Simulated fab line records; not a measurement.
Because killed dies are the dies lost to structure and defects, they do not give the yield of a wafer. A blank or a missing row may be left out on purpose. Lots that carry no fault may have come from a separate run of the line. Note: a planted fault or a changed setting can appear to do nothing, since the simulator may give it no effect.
The tool behind it: which one? + flow n5Finfet + 9 lots, 25 wafers sampled, at 5 steps of a route of 1938

## WHAT THE GAUGES SHOWED, per wafer
N5_BEOL_M4_RC_MEAS_101.
| lot  | measured     | on        | DIBL_N (mV/V)  | DIBL_P (mV/V)  | IOFF_N (nA/um) | IOFF_P (nA/um) | ION_N (uA/um) | ION_P (uA/um) | RC_DENSE_N (ohm.um) | RC_DENSE_P (ohm.um) | RC_N (ohm.um)  | RC_P (ohm.um)  | SS_N (mV/dec)  | SS_P (mV/dec)  | VT_N (mV)   | VT_P (mV)      |
|------|--------------|-----------|----------------|----------------|----------------|----------------|---------------|---------------|---------------------|---------------------|----------------|----------------|----------------|----------------|-------------|----------------|
| L315 | day 12 07:17 | prober-01 | 36.6 38.5 40.1 | 36.6 38.0 42.1 | 0.17 0.20 0.26 | 0.24 0.25 0.36 | 669 675 688   | 464 460 471   | 19.0 19.1 18.8      | 24.0 24.1 23.7      | 15.5 15.6 15.4 | 19.5 19.6 19.3 | 72.1 72.3 72.8 | 72.7 73.1 73.9 | 249 248 243 | -245 -243 -241 |
| L316 | day 12 09:55 | prober-01 | 36.0 41.0 37.1 | 33.5 39.8 35.3 | 0.15 0.31 0.17 | 0.17 0.28 0.20 | 683 702 672   | 459 465 459   | 19.1 19.4 19.8      | 24.0 23.8 24.8      | 15.6 15.8 16.1 | 19.5 19.6 20.0 | 71.5 72.3 71.9 | 73.2 74.6 73.7 | 248 239 247 | -252 -246 -250 |
| L317 | day 12 01:04 | prober-02 | 42.7 36.7 42.0 | 41.4 34.8 40.6 | 0.26 0.13 0.25 | 0.31 0.18 0.30 | 704 672 707   | 480 465 482   | 19.3 18.9 18.6      | 24.3 23.6 23.4      | 15.7 15.4 15.2 | 19.5 19.0 19.0 | 73.3 71.3 72.9 | 74.6 72.9 74.4 | 244 254 245 | -245 -254 -247 |
| L319 | day 12 14:16 | prober-01 | 36.2 37.5 41.2 | 35.5 38.0 40.8 | 0.13 0.16 0.24 | 0.16 0.20 0.24 | 658 679 677   | 441 457 452   | 19.4 19.2 18.9      | 24.2 24.1 23.9      | 15.9 15.8 15.5 | 20.0 19.5 19.2 | 72.6 72.2 72.4 | 73.6 72.6 74.0 | 254 251 245 | -256 -254 -250 |
| L321 | day 13 17:46 | prober-01 | 36.3 39.2      | 37.5 41.1      | 0.16 0.23      | 0.21 0.26      | 684 700       | 469 471       | 18.5 18.9           | 23.0 23.6           | 15.1 15.4      | 18.9 19.2      | 72.1 72.5      | 73.8 75.4      | 252 245     | -249 -248      |
| L331 | day 15 22:14 | prober-02 | 37.4 40.2 36.1 | 38.8 41.9 37.4 | 0.16 0.23 0.15 | 0.23 0.27 0.20 | 657 677 669   | 451 458 453   | 24.4 23.3 23.6      | 30.3 28.9 29.3      | 19.8 18.9 19.1 | 24.7 23.7 23.9 | 71.4 72.8 71.9 | 74.0 74.6 73.9 | 254 246 252 | -251 -249 -252 |
| L332 | day 15 12:46 | prober-02 | 37.2 37.3 38.1 | 36.4 36.6 37.9 | 0.17 0.16 0.19 | 0.23 0.23 0.25 | 668 674 670   | 459 459 456   | 23.5 23.6 22.8      | 29.2 29.3 28.6      | 19.2 19.3 18.8 | 23.9 24.1 23.2 | 71.4 72.0 72.4 | 73.9 74.3 73.7 | 248 252 249 | -250 -250 -246 |
| L334 | day 16 18:10 | prober-01 | 38.2 33.5      | 38.9 32.8      | 0.19 0.11      | 0.24 0.16      | 685 674       | 466 461       | 18.5 19.7           | 22.7 24.3           | 15.0 16.0      | 18.7 19.9      | 71.8 70.6      | 73.5 72.8      | 246 254     | -248 -255      |
| L336 | day 17 01:52 | prober-02 | 38.5 35.3 36.5 | 36.9 35.0 36.6 | 0.20 0.15 0.15 | 0.21 0.19 0.20 | 681 682 671   | 464 464 457   | 18.6 19.4 18.9      | 23.5 24.5 23.7      | 15.2 15.9 15.3 | 19.1 20.0 19.3 | 72.8 71.3 71.7 | 73.6 73.6 73.2 | 247 248 251 | -249 -249 -249 |

## EACH LOT AND THE TOOL THAT RAN IT (in order: tool; ch and the chambers of the sampled wafers; start)
| lot  | N5_MOL_CONTACT_COAG_DESCUM_13    | N5_MOL_CONTACT_COAG_IMPLANT_129 | N5_MOL_CONTACT_COAG_SPUTTER_143 | N5_MOL_CONTACT_COAG_ANNEAL_113  |
|------|----------------------------------|---------------------------------|---------------------------------|---------------------------------|
| L315 | rieDiel-01 ch 1,2,3, day 5 03:53 | implanter-02 ch 0, day 5 04:23  | pvdSputter-02, day 5 09:52      | rtpAnneal-02 ch 0, day 5 10:55  |
| L316 | rieDiel-04 ch 0,1,2, day 5 04:07 | implanter-01 ch 0, day 5 04:32  | pvdSputter-02, day 5 10:08      | rtpAnneal-01 ch 0, day 5 10:52  |
| L317 | rieDiel-04 ch 0,2,3, day 5 06:17 | implanter-02 ch 0, day 5 06:44  | pvdSputter-02, day 5 10:52      | rtpAnneal-02 ch 0, day 5 11:50  |
| L319 | rieDiel-04 ch 0,2,3, day 5 19:46 | implanter-02 ch 0, day 5 20:11  | pvdSputter-01, day 6 00:49      | rtpAnneal-02 ch 0, day 6 01:52  |
| L321 | rieDiel-01 ch 0,2, day 6 08:20   | implanter-01 ch 0, day 6 08:52  | pvdSputter-03, day 6 12:25      | rtpAnneal-02 ch 0, day 6 13:35  |
| L331 | rieDiel-01 ch 2,3, day 8 18:44   | implanter-02 ch 0, day 8 19:14  | pvdSputter-02, day 8 21:28      | rtpAnneal-01 ch 0, day 8 22:27  |
| L332 | rieDiel-04 ch 0,1, day 8 20:28   | implanter-02 ch 0, day 8 21:02  | pvdSputter-01, day 9 00:10      | rtpAnneal-02 ch 0, day 9 01:11  |
| L334 | rieDiel-05 ch 0,2, day 9 09:58   | implanter-01 ch 0, day 9 10:28  | pvdSputter-01, day 9 12:59      | rtpAnneal-01 ch 0, day 9 14:01  |
| L336 | rieDiel-05 ch 0,3, day 10 01:44  | implanter-01 ch 0, day 10 02:10 | pvdSputter-02, day 10 05:06     | rtpAnneal-01 ch 0, day 10 05:50 |
- N5_MOL_CONTACT_COAG_DESCUM_13: chemistry O2, time 7 s.
- N5_MOL_CONTACT_COAG_IMPLANT_129
- N5_MOL_CONTACT_COAG_SPUTTER_143: material Co, target thk 2.5 nm.
- N5_MOL_CONTACT_COAG_ANNEAL_113: time 300 s.

## AS READ BY THE TOOLS THEMSELVES (means over the sampled wafers that have a number; for cases with no such wafer, the mark the record gives instead)
N5_MOL_CONTACT_COAG_DESCUM_13.
| lot  | tool       | drypumpMotorCurrentA (A) | oesProductAu (a.u.) | rfVppV (V) | showerheadPlenumPTorr (Torr) | throttleValvePct (%) |
|------|------------|--------------------------|---------------------|------------|------------------------------|----------------------|
| L315 | rieDiel-01 | 6.0                      | 0.75                | 243.9      | 2.09                         | 20.37                |
| L316 | rieDiel-04 | 5.7                      | 0.83                | 244.3      | 2.10                         | 20.40                |
| L317 | rieDiel-04 | 5.5                      | 0.73                | 243.6      | 2.11                         | 20.41                |
| L319 | rieDiel-04 | 5.5                      | 0.74                | 243.4      | 2.11                         | 20.42                |
| L321 | rieDiel-01 | 5.9                      | 0.81                | 244.9      | 2.15                         | 20.17                |
| L331 | rieDiel-01 | 5.9                      | 0.74                | 243.4      | 2.08                         | 20.16                |
| L332 | rieDiel-04 | 5.5                      | 0.75                | 243.8      | 2.09                         | 20.64                |
| L334 | rieDiel-05 | 5.8                      | 0.84                | 243.8      | 2.16                         | 20.07                |
| L336 | rieDiel-05 | 6.0                      | 0.82                | 244.8      | 2.22                         | 20.22                |

N5_MOL_CONTACT_COAG_IMPLANT_129.
| lot  | tool         | beamEnergyKeV | doseIonsCm2 | endStationPressureTorr (Torr) |
|------|--------------|---------------|-------------|-------------------------------|
| L315 | implanter-02 | 3.0002        | 5.992e+14   | 6e-06                         |
| L316 | implanter-01 | 3.0002        | 5.998e+14   | 6e-06                         |
| L317 | implanter-02 | 2.9997        | 6.004e+14   | 6e-06                         |
| L319 | implanter-02 | 2.9985        | 6.004e+14   | 6e-06                         |
| L321 | implanter-01 | 3.0003        | 6.010e+14   | 5e-06                         |
| L331 | implanter-02 | 1.2745        | 5.995e+14   | 1e-05                         |
| L332 | implanter-02 | 1.2747        | 5.994e+14   | 1e-05                         |
| L334 | implanter-01 | 3.0004        | 5.996e+14   | 6e-06                         |
| L336 | implanter-01 | 3.0007        | 5.999e+14   | 6e-06                         |

N5_MOL_CONTACT_COAG_SPUTTER_143.
| lot  | tool          | throttleValvePct (%) |
|------|---------------|----------------------|
| L315 | pvdSputter-02 | 30.5                 |
| L316 | pvdSputter-02 | 29.9                 |
| L317 | pvdSputter-02 | 30.0                 |
| L319 | pvdSputter-01 | 29.6                 |
| L321 | pvdSputter-03 | 28.8                 |
| L331 | pvdSputter-02 | 29.5                 |
| L332 | pvdSputter-01 | 31.1                 |
| L334 | pvdSputter-01 | 31.0                 |
| L336 | pvdSputter-02 | 30.4                 |

N5_MOL_CONTACT_COAG_ANNEAL_113.
| lot  | tool         | lampPowerPct (%) | lamp_zone_4_pct (%) | lamp_zone_6_pct (%) | wafer_temp_C_max |
|------|--------------|------------------|---------------------|---------------------|------------------|
| L315 | rtpAnneal-02 | 2.930            | 2.927               | 2.895               | 401.1            |
| L316 | rtpAnneal-01 | 2.958            | 2.956               | 2.930               | 401.8            |
| L317 | rtpAnneal-02 | 2.927            | 2.931               | 2.898               | 401.5            |
| L319 | rtpAnneal-02 | 2.928            | 2.927               | 2.898               | 401.1            |
| L321 | rtpAnneal-02 | 2.926            | 2.930               | 2.896               | 401.4            |
| L331 | rtpAnneal-01 | 2.959            | 2.954               | 2.927               | 401.8            |
| L332 | rtpAnneal-02 | 2.930            | 2.926               | 2.901               | 401.4            |
| L334 | rtpAnneal-01 | 2.958            | 2.959               | 2.929               | 401.6            |
| L336 | rtpAnneal-01 | 2.958            | 2.956               | 2.926               | 401.7            |

## THE ANSWER, worked out from the rows above alone
Rule: the lots themselves supply what counts as usual. Put in order of their means at a reading, lots are off if they are a third of the lots or fewer, leave a main group of 4 or more, and stand apart from it by a gap of 3 or more times the standard deviation of the main group's means; of several such gaps the widest counts. The tables above print the reading to a certain number of digits; a main group whose means all agree to those digits is not used. Also off: a lot with no number at a reading for which 4 or more lots have one. Where the step has rows for the other lots, those lots are counted as sound. The gauges are gone through in route order, then the tools' own readings, and for those a lot's mean is taken as printed above. The first step at which some lot is off is used, and at that step the reading that is off furthest; a lot without a number counts as furthest.
Off: L331, L332, seen at N5_BEOL_M4_RC_MEAS_101 (RC_P). The main group: mean 19.4 ohm.um, standard deviation 0.21.
A tool fits if, at a process step before that reading, it ran every lot that is off, and no sound lot after the first of them. Not tried: the gauges at N5_BEOL_M4_RC_MEAS_101; whatever is off there is also off at N5_MOL_CONTACT_COAG_IMPLANT_129, on other tools, and gauge error can't account for it. One fits: N5_MOL_CONTACT_COAG_IMPLANT_129 on implanter-02. Its last sound lot is L319 (day 5 20:11), its first lot that is off L331 (day 8 19:14): a fault that began between those two fits.
The tool's own readings at N5_MOL_CONTACT_COAG_IMPLANT_129 bear it out: on the lots that are off they differ by more than 5 times the standard deviation of the sound lots' means. beamEnergyKeV reads 1.2746 there against 3.0000 on the sound lots; endStationPressureTorr reads 1e-05 Torr there against 6e-06 Torr on the sound lots.

## WHAT THE SIMULATOR HAD INSERTED
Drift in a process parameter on implanter-02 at N5_MOL_CONTACT_COAG_IMPLANT_129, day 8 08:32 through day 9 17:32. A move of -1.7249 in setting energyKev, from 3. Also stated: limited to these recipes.
Shown lots that were struck: L332, L331. The rule above found the same.
